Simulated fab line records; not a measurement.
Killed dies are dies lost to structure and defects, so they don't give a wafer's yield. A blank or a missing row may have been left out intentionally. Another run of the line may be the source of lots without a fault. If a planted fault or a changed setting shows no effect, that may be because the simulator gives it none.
Which tool is to blame? | flow nand harc | 14 lots with 42 wafers sampled at 5 steps, on a route of 1302 steps

WHAT THE GAUGES SHOWED, per wafer
NHARC_A_DECK1_JOINT_THK_MEAS_14: measures by ellipsometry. Usual: thk nm reads 50.7 nm (standard deviation 1.7).
lot  | measured     | on            | thk nm (nm)    | flag
L527 | day 12 05:51 | film metro-01 | 50.2 51.6 48.4 |
L528 | day 12 05:51 | film metro-02 | 50.9 52.5 51.0 |
L529 | day 12 23:53 | film metro-01 | 48.2 48.9 50.1 |
L530 | day 12 23:53 | film metro-02 | 51.6 50.5 48.3 |
L532 | day 13 13:00 | film metro-02 | 48.4 50.2 49.1 |
L531 | day 13 13:00 | film metro-02 | 50.1 53.5 53.5 |
L539 | day 16 08:43 | film metro-02 | 50.7 51.5 50.3 |
L541 | day 17 05:53 | film metro-01 | 50.9 49.3 51.5 |
L540 | day 17 11:17 | film metro-01 | 50.2 49.0 50.3 |
L542 | day 17 19:35 | film metro-01 | 49.4 52.6 50.4 |
L543 | day 18 07:39 | film metro-02 | 52.3 53.5 49.1 |
L544 | day 19 05:20 | film metro-02 | 52.8 55.1 52.6 |
L545 | day 19 13:59 | film metro-01 | 50.5 49.8 50.8 |
L549 | day 20 15:15 | film metro-01 | 52.3 51.5 52.4 |

NHARC_A_ONON_D2_THK_MEAS_05: measures by ellipsometry. Usual: thk nm reads 1000 nm (standard deviation 9.4).
lot  | measured     | on            | thk nm (nm)    | flag
L527 | day 13 06:30 | film metro-01 | 999 1000 1000  |
L528 | day 13 06:20 | film metro-02 | 1013 1014 1012 |
L529 | day 13 23:41 | film metro-01 | 1005 1008 1007 |
L530 | day 13 23:41 | film metro-02 | 983 983 983    |
L532 | day 14 13:41 | film metro-02 | 999 998 998    |
L531 | day 14 13:49 | film metro-02 | 998 997 998    |
L539 | day 17 11:15 | film metro-02 | 998 998 998    |
L541 | day 18 10:28 | film metro-02 | 998 999 997    |
L540 | day 18 13:05 | film metro-01 | 1004 1003 1003 |
L542 | day 19 01:17 | film metro-01 | 1015 1014 1014 |
L543 | day 19 12:11 | film metro-02 | 1013 1012 1011 |
L544 | day 20 08:18 | film metro-02 | 988 988 987    |
L545 | day 20 13:32 | film metro-02 | 1004 1004 1003 |
L549 | day 21 16:50 | film metro-02 | 1004 1006 1005 |

NHARC_A_CHANNEL_HOLE_D2_CD_MEAS_10 targets a cd of 100 nm. Usual: cd nm reads 100.1 nm (standard deviation 0.46).
lot  | measured     | on        | cd nm (nm)        | flag
L527 | day 13 21:25 | cd sem-01 | 99.9 99.9 99.9    |
L528 | day 13 21:16 | cd sem-03 | 100.3 99.4 99.6   |
L529 | day 14 15:20 | cd sem-01 | 100.0 101.2 100.9 |
L530 | day 14 15:34 | cd sem-02 | 99.9 99.6 100.4   |
L532 | day 15 08:51 | cd sem-01 | 100.4 100.4 100.6 |
L531 | day 15 04:54 | cd sem-02 | 100.5 99.7 99.9   |
L539 | day 18 10:17 | cd sem-01 | 100.1 99.6 100.0  |
L541 | day 19 02:54 | cd sem-02 | 100.2 99.9 99.8   |
L540 | day 19 01:23 | cd sem-02 | 100.6 101.3 100.7 |
L542 | day 19 21:38 | cd sem-03 | 100.0 100.0 100.1 |
L543 | day 20 07:51 | cd sem-02 | 100.0 100.2 100.0 |
L544 | day 21 01:50 | cd sem-01 | 99.3 100.0 100.1  |
L545 | day 21 04:23 | cd sem-03 | 100.0 100.8 100.2 |
L549 | day 22 07:38 | cd sem-02 | 99.5 100.2 100.2  |

NHARC_END_SORT_01. Usual: killed at array 55, standard deviation 23; killed at other 1.0, standard deviation 1.2; killed at periphery 3.2, standard deviation 2.7; killed dies 59, standard deviation 23; killed open 3.1, standard deviation 1.6; killed short 2.2, standard deviation 1.5.
lot  | measured     | on        | killed at array | killed at other | killed at periphery | killed dies | killed open | killed short | flag
L532 | day 26 06:03 | prober-01 | 670 668 668     | 1 2 2           | 6 7 7               | 677 677 677 | 2 3 4       | 5 9 3        | OFF
L539 | day 29 09:08 | prober-01 | 673 675 674     | 1 0 2           | 3 2 1               | 677 677 677 | 3 3 0       | 2 2 1        | OFF

TOOL THAT RAN EACH LOT (tool first, then ch and the chambers of the sampled wafers, then the start)
lot  | NHARC_A_CHANNEL_HOLE_D2_DEP_00
L527 | acl dep-01 ch 0, day 13 18:58
L528 | acl dep-02 ch 0, day 13 18:58
L529 | acl dep-01 ch 0, day 14 13:33
L530 | acl dep-03 ch 0, day 14 13:31
L532 | acl dep-02 ch 0, day 15 03:00 and acl dep-03 ch 0, day 15 06:45
L531 | acl dep-03 ch 0, day 15 02:23
L539 | acl dep-03 ch 0, day 18 03:58
L541 | acl dep-01 ch 0, day 19 00:10
L540 | acl dep-03 ch 0, day 18 23:04
L542 | acl dep-02 ch 0, day 19 18:59
L543 | acl dep-01 ch 0, day 20 05:38
L544 | acl dep-02 ch 0, day 20 23:10
L545 | acl dep-02 ch 0, day 21 01:44
L549 | acl dep-03 ch 0, day 22 05:28
- NHARC_A_CHANNEL_HOLE_D2_DEP_00: deposits aC, target thk 3100 nm.

WHAT THE TOOLS THEMSELVES READ (means of the sampled wafers that have a number; where no wafer has one, the mark that the record gives instead)
NHARC_A_CHANNEL_HOLE_D2_DEP_00. Usual: throttle valve pct reads 35.000 % (standard deviation 0.008).
lot  | tool                  | throttle valve pct (%) | flag
L527 | acl dep-01            | 34.998                 |
L528 | acl dep-02            | 35.000                 |
L529 | acl dep-01            | 34.998                 |
L530 | acl dep-03            | 34.996                 |
L532 | acl dep-02/acl dep-03 | 35.002                 |
L531 | acl dep-03            | 35.002                 |
L539 | acl dep-03            | 34.995                 |
L541 | acl dep-01            | 34.997                 |
L540 | acl dep-03            | 35.005                 |
L542 | acl dep-02            | 35.008                 |
L543 | acl dep-01            | 35.008                 |
L544 | acl dep-02            | 35.004                 |
L545 | acl dep-02            | 35.004                 |
L549 | acl dep-03            | 34.990                 |

THE ANSWER, worked out from the rows above alone
Rule: a lot counts as off when the mean over its wafers that have a number is more than 3 standard deviations away from the usual mean. A lot without any number at a reading at which 4 lots or more have one is off too. Where the step has rows for the other lots, those lots are counted as sound. First the gauges in route order, then the tools' own readings, where a lot's mean is used as printed above. At the first step where some lot is off, the reading lying furthest off is the one used; lots without a number count as furthest.
Off, at NHARC_END_SORT_01 on killed at array: L532, L539. Neither off nor sound, because the step has no rows for them: L527, L528, L529, L530, L531, L541, L540, L542, L543, L544, L545, L549.
A tool fits if, at a process step before that reading, it ran every lot that is off, and no sound lot after the first of them. Gauges at NHARC_END_SORT_01: tried the same way as those tools. Undecided on this evidence; 2 tools fit (acl dep-03 at NHARC_A_CHANNEL_HOLE_D2_DEP_00, prober-01 at NHARC_END_SORT_01).

WHAT THE SIMULATOR HAD PUT IN
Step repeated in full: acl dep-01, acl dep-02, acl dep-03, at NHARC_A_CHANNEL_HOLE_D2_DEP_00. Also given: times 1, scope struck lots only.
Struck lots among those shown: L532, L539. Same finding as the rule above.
